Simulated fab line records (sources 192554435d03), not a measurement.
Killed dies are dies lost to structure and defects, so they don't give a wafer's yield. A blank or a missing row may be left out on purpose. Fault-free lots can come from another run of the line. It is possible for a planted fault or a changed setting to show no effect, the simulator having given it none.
What tool caused it? | flow n5 finfet | 10 lots, 27 wafers sampled, at 2 steps of a route of 1938

WHAT THE GAUGES SHOWED, per wafer
N5_WELL_APT_CD_MEAS_08: target cd 200 nm.
lot  | measured    | on        | cd nm (nm)
L435 | day 1 13:53 | cd sem-03 | 202.3 198.1 201.0
L439 | day 2 13:36 | cd sem-03 | 201.9 202.6 202.1
L441 | day 3 01:41 | cd sem-01 | 201.1 197.3 199.9
L442 | day 3 07:49 | cd sem-03 | 199.9 200.4 202.8
L443 | day 3 13:59 | cd sem-02 | 199.2 196.8 199.2
L445 | day 4 01:52 | cd sem-01 | 202.9 199.9 201.0
L452 | day 5 19:34 | cd sem-03 | 173.3 172.7
L453 | day 6 01:41 | cd sem-02 | 175.4 175.8
L455 | day 6 13:54 | cd sem-03 | 176.3 174.0
L457 | day 7 01:49 | cd sem-03 | 199.9 198.4 199.9

EACH LOT AND THE TOOL THAT RAN IT (in order: tool; ch and the chambers of the sampled wafers; start)
lot  | N5_WELL_APT_EXPOSE_05
L435 | krf scanner-01 ch 0, day 1 13:42
L439 | krf scanner-02 ch 0, day 2 13:26
L441 | krf scanner-01 ch 0, day 3 01:31
L442 | krf scanner-02 ch 0, day 3 07:38
L443 | krf scanner-01 ch 0, day 3 13:49
L445 | krf scanner-02 ch 0, day 4 01:41
L452 | krf scanner-02 ch 0, day 5 19:23
L453 | krf scanner-02 ch 0, day 6 01:31
L455 | krf scanner-02 ch 0, day 6 13:44
L457 | krf scanner-01 ch 0, day 7 01:39
- N5_WELL_APT_EXPOSE_05: exposes mask NWELL, defocus 0 nm, target cd 200 nm.

THE ANSWER, worked out from the rows above alone
Rule: usual is defined by the lots themselves. Put in order of their means at a reading, lots are off if they are a third of the lots or fewer, leave a main group of 4 or more, and stand apart from it by a gap of 3 or more times the standard deviation of the main group's means; of several such gaps the widest counts. If all means in a main group match to the digits the tables above print for the reading, that group is not used. Also off: a lot with no number at a reading for which 4 or more lots have one. Any other lot the step has rows for is counted as sound.
Off at N5_WELL_APT_CD_MEAS_08 (cd nm): L452, L453, L455. For the main group the mean is 200.3 nm and the standard deviation 1.2.
A tool fits if, at a process step before that reading, it ran every lot that is off, and no sound lot after the first of them. Gauges at N5_WELL_APT_CD_MEAS_08: tried the same way as those tools. One fits: N5_WELL_APT_EXPOSE_05 on krf scanner-02. Its last sound lot is L445 (day 4 01:41), its first lot that is off L452 (day 5 19:23): a fault that began between those two fits.

WHAT HAD BEEN PUT IN BY THE SIMULATOR
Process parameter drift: krf scanner-02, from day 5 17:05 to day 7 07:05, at N5_WELL_APT_EXPOSE_05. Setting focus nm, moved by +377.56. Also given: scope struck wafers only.
Struck lots among those shown: L452, L453, L455. Same finding as the rule above.
